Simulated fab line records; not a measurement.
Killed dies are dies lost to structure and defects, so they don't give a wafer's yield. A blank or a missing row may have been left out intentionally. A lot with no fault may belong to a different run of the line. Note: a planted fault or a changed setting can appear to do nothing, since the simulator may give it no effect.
fab line records    flow n5-finfet
record lots=4  wafers=11  last-day=14
route steps=1938 shown BEOL_M10@1512 BEOL_M11@1536 PASSIVATION@1936
lots that met no fault: from a run of the same line without faults
start-h: start of the lot's first displayed wafer, in hours after the record's first day    wait-h: hours from the lot's prior step to this one    " the same as in the row above    L1.1+2: several wafers, shown together as one row    - no value, or no start was given    * or withheld: withheld    < > ~ a bound
route shown NAME@n: a module of which the file shows steps, and the number in the route of the first    usual: mean and standard deviation over wafers with no fault    same: alike in all rows    chamber/n: place in a boat    sites: the reading at each site    _std_site: standard deviation across them    _edge_site: inner sites' mean taken away from outer sites' mean    radius-mm: how far each site lies from the wafer's centre    mask NAME#n: copy n    behind: the tool/chamber that last shaped the wafer    hold: cause of the lot's hold/its duration in hours/its outcome    device: names the non-switching transistor (n, p or np)    end of line: the route-end tests of the same wafers    a step without rows: its recipe alone    killed: count of dies lost to structure and defects at first sort (not the wafer's yield)    map: a wafer's dies, marking killed ones x, the rest . and places with no die _
set.NAME: the setting as run; set.NAME@STEP: as run at that earlier step    model.NAME: the simulator's own value behind a step, which no gauge read
lots seen at some steps along the route; tables by step, rows by wafer
## steps
# step N5_BEOL_M10_TRENCH_ETCH_37
# recipe chemistry=C4F6/O2  target-depth-a=1488.3  target=SiCOH_lowk  time-s=48  ion-energy-ev=250  pressure-mtorr=30  source-w=345  bias-w=185  Ar_flow_sccm=300  C4F6_flow_sccm=10  O2_flow_sccm=10
# step N5_BEOL_M10_ETCH_41
# recipe chemistry=CH3F/O2  target=SiCN  target-depth-a=426  taper-deg=2  time-s=86  ion-energy-ev=120  mask-material=TiN  pressure-mtorr=30  source-w=395  bias-w=75  Ar_flow_sccm=150  CH3F_flow_sccm=30  O2_flow_sccm=20
# step N5_BEOL_M10_STRIP_77
# recipe chemistry=N2/H2  time-s=10  power-w=450  temp-c=40  pressure-mtorr=20  rf-frequency-hz=6e+07  bias-power-w=7  n2-flow-sccm=200  h2-flow-sccm=200
# step N5_BEOL_M10_HM_STRIP_39
# recipe chemistry=peroxide-tin-strip  material=TiN  target-depth-a=250  temp-c=50  time-s=158
# step N5_BEOL_M10_SRD_40
# recipe time-s=30  temp-c=23  rinse-liquid=diw  dry=ipa-marangoni
# step N5_BEOL_M10_PRECLEAN_42
# recipe chemistry=residue-remover  time-s=60  temp-c=40
# step N5_BEOL_M10_SRD_43
# recipe time-s=30  temp-c=23  rinse-liquid=diw  dry=ipa-marangoni
# step N5_BEOL_M10_CURE_72
# recipe temp-c=370  time-s=120  ambient=DMADMS/He  material=SiCOH_lowk
# step N5_BEOL_M10_DEGAS_44
# recipe ambient=vacuum  temp-c=250  time-s=60
# step N5_BEOL_M10_PRE_CLEAN_45
# recipe gas=H2/He  time-s=30  temp-c=250
# step N5_BEOL_M10_ALD_74
# recipe material=TaN  target-thk-a=20  temp-c=275  ald-precursor-family=PDMAT  ald-co-reactant=NH3  pressure-torr=3  carrier-flow-sccm=1500  pulse-time-s=2  purge-time-s=3  co-reactant-purge-time-s=2  co-reactant-pulse-time-s=3  ald-cycles=40  precursor-vessel-temp-c=75  precursor-vessel-pressure-torr=26.25  precursor-vessel-carrier-sccm=1000
# usual heater-power-w=432/30  precursor-vessel-carrier-sccm=1000/3.1
# same pulse-time-s=2
lot.wafer  tool          chamber  start-h  wait-h  heater-power-w  precursor-vessel-carrier-sccm  since-wet-clean-h
L964.1     ald-metal-03  0        230.66   0.0     469             1003                           4509
L964.2     "             2        "        "       423             1000                           4509
L964.6     "             1        "        "       448             1004                           -
L970.1     ald-metal-03  2        276.58   0.0     409             997                            4555
L970.4     "             3        "        "       425             1003                           4555
L970.5     "             0        "        "       460             1002                           -
L971.1     ald-metal-01  2        285.04   0.0     424             997                            1486
L971.4     "             1        "        "       457             999                            1486
L972.3     ald-metal-03  3        285.63   0.2     436             1000                           -
L972.4     "             2        "        "       418             1004                           -
L972.5     "             3        "        "       420             1003                           -
# step N5_BEOL_M10_SURFACE_TREAT_76
# recipe gas=Ar  time-s=*  ion-energy-ev=*  ion-current-ma-cm2=0.5  pressure-mtorr=*  ar-flow-sccm=30
# step N5_BEOL_M10_CVD_75
# recipe material=Co  target-thk-a=20  temp-c=withheld  precursor=CCTBA/H2  pressure-torr=30  time-s=138.9
# step N5_BEOL_M10_SPUTTER_48
# recipe material=Cu  target-thk-a=120  temp-c=-20  bias-v=60  power-w=26000  chamber-pressure-pa=0.13  time-s=2
# step N5_BEOL_M10_ECD_50
# recipe material=Cu  target-thk-a=3180
# step N5_BEOL_M10_ANNEAL_51
# recipe temp-c=225  time-s=90  ambient=N2
# step N5_BEOL_M10_CMP_52
# recipe stop-on=SiCOH_lowk  t-overpolish-s=7  down-force-psi=1  platen-rpm=50  clearing-platen-down-force-psi=1.5  clearing-platen-rpm=50  post-cmp-clean=cu-alkaline  target-thk-nm=140  clearing-platen-pad-velocity-m-s=0.99484  pad-velocity-m-s=0.99484
# step N5_BEOL_M10_PRE_CLEAN_55
# recipe gas=NH3  time-s=15  temp-c=withheld  rf-power-w=300
# step N5_BEOL_M10_DEP_56
# recipe material=SiCN  target-thk-a=150  temp-c=withheld  precursor=3MS/NH3  pressure-torr=3  rf-w=202  time-s=26.5
# step N5_BEOL_M11_ILD_DEP_00
# recipe material=SiCOH_lowk  target-thk-a=3085.1  temp-c=300  precursor=DEMS/porogen  pressure-torr=5  rf-w=500  time-s=58
# step N5_BEOL_M11_CURE_71
# recipe temp-c=385  time-s=240  ambient=He/Ar  material=SiCOH_lowk
# step N5_BEOL_M11_PECVD_70
# recipe material=SiO2  target-thk-a=200  temp-c=400  precursor=TEOS/O2  pressure-torr=5.5  rf-w=450  teos-flow-sccm=53.8  gas=O2  flow-sccm=3000  time-s=22.7
# step N5_BEOL_M11_HM_DEP_02
# recipe material=TiN  target-thk-a=200  temp-c=25  chamber-pressure-pa=0.49996
# step N5_BEOL_M11_COAT_59
# recipe resist=SOC  temp-c=250  time-s=60  spin-rpm=1500  resist-thk-nm=100
# step N5_BEOL_M11_COAT_60
# recipe resist=SiARC  temp-c=220  time-s=60  spin-rpm=1500  resist-thk-nm=30
# step N5_BEOL_M11_COAT_05
# recipe resist=CAR-ArF  spin-rpm=1500  resist-thk-nm=90
# step N5_BEOL_M11_EBR_07
# recipe solvent=PGMEA  ebr-width-mm=1.5
# step N5_BEOL_M11_SOFTBAKE_06
# recipe temp-c=110  time-s=60  resist=CAR-ArF
# step N5_BEOL_M11_EXPOSE_08
# recipe mask-id=M11  na=1.35  source-shape=dipole  sigma-inner=0.411  sigma-outer=0.611  polarization=te  dose-mj=53.75
# step N5_BEOL_M11_PEB_09
# recipe peb-temp-c=withheld  peb-time-s=60  resist=CAR-ArF
# step N5_BEOL_M11_DEVELOP_10
# recipe develop-time-s=30  developer=TMAH  resist=CAR-ArF  rinse-liquid=diw  dry=air-spin  dev-temp-c=23
# step N5_BEOL_M11_DESCUM_16
# recipe chemistry=O2  time-s=7.9  source-power-w=50  bias-power-w=20  pressure-mtorr=20  rf-frequency-hz=2.712e+07  temp-c=40  resist=CAR-ArF  o2-flow-sccm=225
# step N5_BEOL_M11_ETCH_61
# recipe chemistry=CF4  target=SiARC  target-depth-a=390  mask-material=CAR-ArF  time-s=65  ion-energy-ev=80  pressure-mtorr=40  source-w=545  bias-w=36  Ar_flow_sccm=100  cf4-flow-sccm=100  ends=cleared
# step N5_PASSIVATION_PROBE_49
# usual defect-limited-yield=91.5/1.5  killed_at_M0_to_M3=32/10  killed_at_M4_up=13/4.9  killed-at-contacts=13/6.1  killed-at-front-end=38/11  killed-at-other=3/3.2  killed-dies=101/18  killed-open=66/13  killed-short=32/8.3  sort_bin_5_function=5.0/1  sort_bin_6_memory=3.2/0.74  sort_bin_8_speed=0.1/1.1  sort-n-pass=1078/22  sort-yield-pct=91.3/1.9
# same gross-dies=1180  killed-at-back-side=0  sort_bin_4_leakage[%]=0
lot.wafer  tool       chamber  start-h  wait-h  defect-limited-yield[%]  killed_at_M0_to_M3  killed_at_M4_up  killed-at-contacts  killed-at-front-end  killed-at-other  killed-dies  killed-open  killed-short  sort_bin_5_function[%]  sort_bin_6_memory[%]  sort_bin_8_speed[%]  sort-n-pass  sort-yield-pct[%]
L964.1     prober-01  -        284.95   0.0     93.6                     28                  9                13                  24                   1                75           53           18            4.1                     2.1                   0                    1105         93.6
L964.2     prober-01  -        285.00   0.1     93.5                     36                  10               13                  16                   2                77           59           14            3.6                     2.8                   0                    1103         93.5
L964.6     prober-01  -        285.20   0.3     92.2                     32                  9                21                  30                   0                92           66           23            4.6                     2.9                   0                    1088         92.2
L970.1     prober-01  -        333.57   0.2     82.1                     50                  126              3                   26                   6                211          74           26            9.2                     4.7                   0.4                  964          81.7
L970.4     prober-01  -        333.72   0.4     80.3                     20                  167              9                   33                   3                232          47           28            11.3                    4.5                   0                    948          80.3
L970.5     prober-01  -        333.77   0.4     83.1                     25                  119              12                  42                   2                200          57           24            10.1                    2.7                   0                    980          83.1
L971.1     prober-02  -        335.35   0.0     91.4                     26                  9                3                   55                   8                101          43           55            4.7                     3.1                   0                    1079         91.4
L971.4     prober-02  -        335.50   0.2     88.2                     48                  11               15                  58                   7                139          87           51            6.7                     4.4                   0                    1041         88.2
L972.3     prober-01  -        335.45   0.1     80.7                     25                  157              14                  29                   3                228          49           26            10.2                    5.0                   0                    952          80.7
L972.4     prober-01  -        335.50   0.2     82.1                     22                  124              19                  42                   4                211          58           36            9.8                     3.8                   0                    969          82.1
L972.5     prober-01  -        335.55   0.2     79.3                     34                  157              18                  30                   5                244          64           37            11.6                    4.8                   0                    936          79.3
# killed by level:class
L964.1 FIN_SAQP:geometric-particle:open=11 MOL_CONTACT_COAG:geometric-particle:open=11 BEOL_M0_SAQP:geometric-particle:open=7 DUMMY_GATE:geometric-particle:open=4 BEOL_M0_SAQP:geometric-particle:short=4 BEOL_M2:geometric-particle:short=4 BEOL_M3:geometric-particle:open=4 BEOL_M4:geometric-particle:open=4
L964.2 MOL_CONTACT_COAG:geometric-particle:open=11 BEOL_M3:geometric-particle:open=10 BEOL_M2:geometric-particle:open=9 STI_FIN_REVEAL:geometric-particle:open=6 BEOL_M2:geometric-particle:short=4 FIN_SAQP:geometric-particle:open=3 BEOL_M0:geometric-particle:open=3 BEOL_M1:geometric-particle:open=3
L964.6 MOL_CONTACT_COAG:geometric-particle:open=18 STI_FIN_REVEAL:geometric-particle:open=8 BEOL_M3:geometric-particle:open=7 BEOL_M0_SAQP:geometric-particle:open=6 BEOL_M2:geometric-particle:open=6 GATE_CUT:geometric-particle:short=4 GATE_CUT:geometric-particle:open=4 BEOL_M1:geometric-particle:open=4
L970.1 BEOL_M10:unspecified=108 BEOL_M3:geometric-particle:open=14 BEOL_M2:geometric-particle:open=11 BEOL_M0_SAQP:geometric-particle:open=8 BEOL_M0:geometric-particle:open=5 FIN_SAQP:geometric-particle:open=4 BEOL_M1:geometric-particle:open=4 BEOL_M2:geometric-particle:short=4
L970.4 BEOL_M10:unspecified=151 FIN_SAQP:geometric-particle:short=13 MOL_CONTACT_COAG:geometric-particle:open=7 BEOL_M2:geometric-particle:open=6 FIN_SAQP:geometric-particle:open=4 GATE_CUT:geometric-particle:short=4 BEOL_M4:geometric-particle:open=4 STI_FIN_REVEAL:geometric-particle:open=3
L970.5 BEOL_M10:unspecified=114 FIN_SAQP:geometric-particle:short=12 BEOL_M3:geometric-particle:open=11 STI_FIN_REVEAL:geometric-particle:open=8 MOL_CONTACT_COAG:geometric-particle:open=7 FIN_SAQP:geometric-particle:open=6 BEOL_M2:geometric-particle:open=6 BEOL_M0_SAQP:geometric-particle:open=4
L971.1 GATE_CUT:geometric-particle:short=16 FIN_SAQP:geometric-particle:short=11 BEOL_M0_SAQP:geometric-particle:short=8 STI_FIN_REVEAL:geometric-particle:open=6 BEOL_M0_SAQP:geometric-particle:open=6 FIN_SAQP:geometric-particle:open=5 GATE_CUT:geometric-particle:open=4 BEOL_M1:geometric-particle:open=4
L972.3 BEOL_M10:unspecified=149 MOL_CONTACT_COAG:geometric-particle:open=10 BEOL_M1:geometric-particle:open=8 BEOL_M0_SAQP:geometric-particle:open=6 FIN_SAQP:geometric-particle:short=5 FIN_SAQP:geometric-particle:open=5 STI_FIN_REVEAL:geometric-particle:open=4 GATE_CUT:geometric-particle:short=4
L971.4 FIN_SAQP:geometric-particle:short=17 BEOL_M0_SAQP:geometric-particle:short=16 FIN_SAQP:geometric-particle:open=15 MOL_CONTACT_COAG:geometric-particle:open=11 BEOL_M2:geometric-particle:open=8 BEOL_M0_SAQP:geometric-particle:open=7 BEOL_M1:geometric-particle:open=7 STI_FIN_REVEAL:geometric-particle:open=6
L972.4 BEOL_M10:unspecified=115 MOL_CONTACT_COAG:geometric-particle:open=11 FIN_SAQP:geometric-particle:short=7 DUMMY_GATE:geometric-particle:open=7 GATE_CUT:geometric-particle:short=7 MOL_CONTACT_COAG:geometric-particle:short=7 BEOL_M0_SAQP:geometric-particle:short=7 FIN_SAQP:geometric-particle:open=6
L972.5 BEOL_M10:unspecified=141 MOL_CONTACT_COAG:geometric-particle:open=13 BEOL_M0_SAQP:geometric-particle:open=13 GATE_CUT:geometric-particle:short=9 STI_FIN_REVEAL:geometric-particle:open=8 BEOL_M0_SAQP:geometric-particle:short=8 BEOL_M1:geometric-particle:open=8 FIN_SAQP:geometric-particle:short=5
# map L970.4 (x killed, . not)
_________________...xx.x.xxxx________________
______________.....xxxxxxxxxxx.._____________
___________.......xxxxxxxxxxxx..xx.__________
__________.......xxxxxxxxxxxxxx....._________
________........xxxxxxxxxxxxxxx.x....._______
_______....x.xx.xxxxxxxxxxxxxxx.....x..______
______..........xxxxxxxxxxxxxx.x.x...x.x_____
_____..x........xxxxxxxxxxxxxxx.xx.....xx____
____.............xxxxxxxxxxxxxx...........___
___.........x...x.xxxxxxxxx.xx..........x..__
___.................xxxxxx.xx.x............__
__.x...........x.xx..xx.xxxx..........x....._
__.x...........x...x....xxx................._
_.........x.x..........x....x......x.........
_............x.....................x...x.....
_.....................................xx.x...
_.................x.x.x....x...........x.....
_...x........................................
_..x.......................x................x
_......x.....................................
_.......x..........x....................x..x.
__...x...........x.........................._
__..........................x............x.._
___.........x....x.....xx.x................__
___....xx................x....xx...........__
____...............x.....x.........x......___
_____........x...........................____
______......................x..........._____
_______............x.........x.........______
________...xx...........xx............_______
__________......................x..._________
___________..........x..x........x.__________
______________.xx..x...........x_____________
_________________........x...________________
# map L972.5 (x killed, . not)
_________________......xxxxx.________________
______________.x..xxxxxxxxxxx..._____________
___________......xxxxxxxxxxxxxx....__________
__________.......xxxxxxxxxxxxxx....._________
________........xxxxxxxxxxxxxxxx......_______
_______...........xxxxxxxxxxxxxx...x...______
______....xx...x.xxxxxxxxxxxxxx..x......_____
_____............xxxxxxxxxxxxxx..........____
____...x....x....xxxxxxxxxxxxxx...x.x...xx___
___.x.......x.x....xxxxxxxxxxx.............__
___x....x......x...xxxxxxxxxx.....x........__
__.....x...x.......x.xxxx.x.x......x........_
__......x...x.............................x._
_...........x..................x..x..........
_.....x.x..x............x....................
_..........x.....x............x.....x........
_..................x...x.....................
_..............x......x.....x....x..........x
_.......................x..............x.....
_..............x.x...........xx..........x..x
_.......................x....x...........x...
__...........x.............................._
__..x.x...........x..x......x........x......_
___.x...x...........x............x.....x...__
___.....x........xxx..............x........__
____x......x.........x.x...x...x.xx.......___
_____.....x.....x.........x.x..x......x..____
______...........x..x...............x..._____
_______..x.x......x....................______
________..............x..............._______
__________.......x...x..x.x........._________
___________.....................x..__________
______________.....x........x..._____________
_________________.x..........________________
## key
first-sign step=N5_PASSIVATION_PROBE_49  reading=killed_at_M4_up  direction=up  sigmas=26  usual=13  struck=142
effect step=N5_PASSIVATION_PROBE_49  reading=defect-limited-yield  direction=down  sigmas=6.7  usual=91.5  struck=81.3
more-kills-born-at N5_BEOL_M10_ALD_74@ald-metal-03=778
met-at N5_BEOL_M10_ALD_74
struck-wafers L970.1,L970.4,L970.5,L972.3,L972.4,L972.5
onset-between 230.66 276.58
fault kind=chamber-particle-source  tool=ald-metal-03  chamber=-  onset-h=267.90  steps=N5_BEOL_M10_ALD_74  rate-per-visit-cm2=1.8351  end-h=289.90
